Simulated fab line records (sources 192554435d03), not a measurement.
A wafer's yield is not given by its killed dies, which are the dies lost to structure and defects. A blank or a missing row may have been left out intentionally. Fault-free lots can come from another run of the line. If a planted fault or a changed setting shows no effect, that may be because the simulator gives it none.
Matching of chambers / flow n5_finfet / N5_HKMG_FIN_ALD_36 on ald_metal-01 has 4 sister chambers
The step deposits TiN, target thk 1 nm, pulse time 1 s, purge time 3 s. 18 wafers are shown with their chamber, then 9 later ones without.

== WAFERS, EACH WITH ITS CHAMBER ==
wafer=L074.1; chamber=2; heater_power_w (W)=837; precursor_pulse_height_rel=0.994
wafer=L074.2; chamber=1; heater_power_w (W)=1050; precursor_pulse_height_rel=0.979
wafer=L074.3; chamber=0; heater_power_w (W)=875; precursor_pulse_height_rel=1.027
wafer=L077.1; chamber=1; heater_power_w (W)=1010; precursor_pulse_height_rel=0.965
wafer=L077.2; chamber=0; heater_power_w (W)=886; precursor_pulse_height_rel=1.000
wafer=L077.5; chamber=2; heater_power_w (W)=849; precursor_pulse_height_rel=1.016
wafer=L079.1; chamber=1; heater_power_w (W)=1065; precursor_pulse_height_rel=1.012
wafer=L079.2; chamber=0; heater_power_w (W)=884; precursor_pulse_height_rel=0.974
wafer=L079.4; chamber=3; heater_power_w (W)=800; precursor_pulse_height_rel=0.999
wafer=L080.2; chamber=2; heater_power_w (W)=832; precursor_pulse_height_rel=0.980
wafer=L080.3; chamber=1; heater_power_w (W)=1043; precursor_pulse_height_rel=0.996
wafer=L080.6; chamber=3; heater_power_w (W)=792; precursor_pulse_height_rel=0.988
wafer=L084.1; chamber=0; heater_power_w (W)=882; precursor_pulse_height_rel=1.027
wafer=L084.2; chamber=1; heater_power_w (W)=1061; precursor_pulse_height_rel=1.017
wafer=L084.4; chamber=2; heater_power_w (W)=828; precursor_pulse_height_rel=0.963
wafer=L085.1; chamber=2; heater_power_w (W)=827; precursor_pulse_height_rel=1.041
wafer=L085.4; chamber=3; heater_power_w (W)=805; precursor_pulse_height_rel=1.032
wafer=L085.5; chamber=0; heater_power_w (W)=885; precursor_pulse_height_rel=0.991

SIGNATURES (means of the wafers above)
reading=heater_power_w; chamber 0=882.40; chamber 1=1045.80; chamber 2=834.60; chamber 3=799.00; scatter within a chamber=13.1
reading=precursor_pulse_height_rel; chamber 0=1.00380; chamber 1=0.99380; chamber 2=0.99880; chamber 3=1.00633; scatter within a chamber=0.0251
Rule: a wafer's distance from a chamber is the root of the sum, over the readings, of the square of ((its reading less the chamber's mean) divided by the reading's scatter). The wafer belongs to the nearest chamber; if the next one is less than 2 further off, it can't be placed. The scatter is the square root of a quotient: the sum, over the shown wafers, of each reading's squared deviation from its chamber's mean, divided by wafers minus chambers.

== WAFERS WITH NO CHAMBER GIVEN ==
wafer=L087.4; heater_power_w (W)=1061; precursor_pulse_height_rel=0.981
wafer=L087.5; heater_power_w (W)=845; precursor_pulse_height_rel=0.949
wafer=L087.6; heater_power_w (W)=796; precursor_pulse_height_rel=0.966
wafer=L091.1; heater_power_w (W)=867; precursor_pulse_height_rel=1.033
wafer=L091.4; heater_power_w (W)=1027; precursor_pulse_height_rel=1.018
wafer=L091.5; heater_power_w (W)=1046; precursor_pulse_height_rel=1.033
wafer=L095.2; heater_power_w (W)=789; precursor_pulse_height_rel=1.010
wafer=L095.3; heater_power_w (W)=1035; precursor_pulse_height_rel=1.004
wafer=L095.5; heater_power_w (W)=1040; precursor_pulse_height_rel=1.011

== CHAMBER TAKEN BY EACH ==
wafer=L087.4; from the rows above=1; in truth=1
wafer=L087.5; from the rows above=can't be placed: 2 or 0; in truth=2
wafer=L087.6; from the rows above=can't be placed: 3 or 2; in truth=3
wafer=L091.1; from the rows above=can't be placed: 0 or 2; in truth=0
wafer=L091.4; from the rows above=1; in truth=1
wafer=L091.5; from the rows above=1; in truth=1
wafer=L095.2; from the rows above=3; in truth=3
wafer=L095.3; from the rows above=1; in truth=1
wafer=L095.5; from the rows above=1; in truth=1
Correct placement for 6 of the 9. From these rows, 3 cannot be placed; in 3 the true chamber is one of the candidates. Placed wrongly: 0.
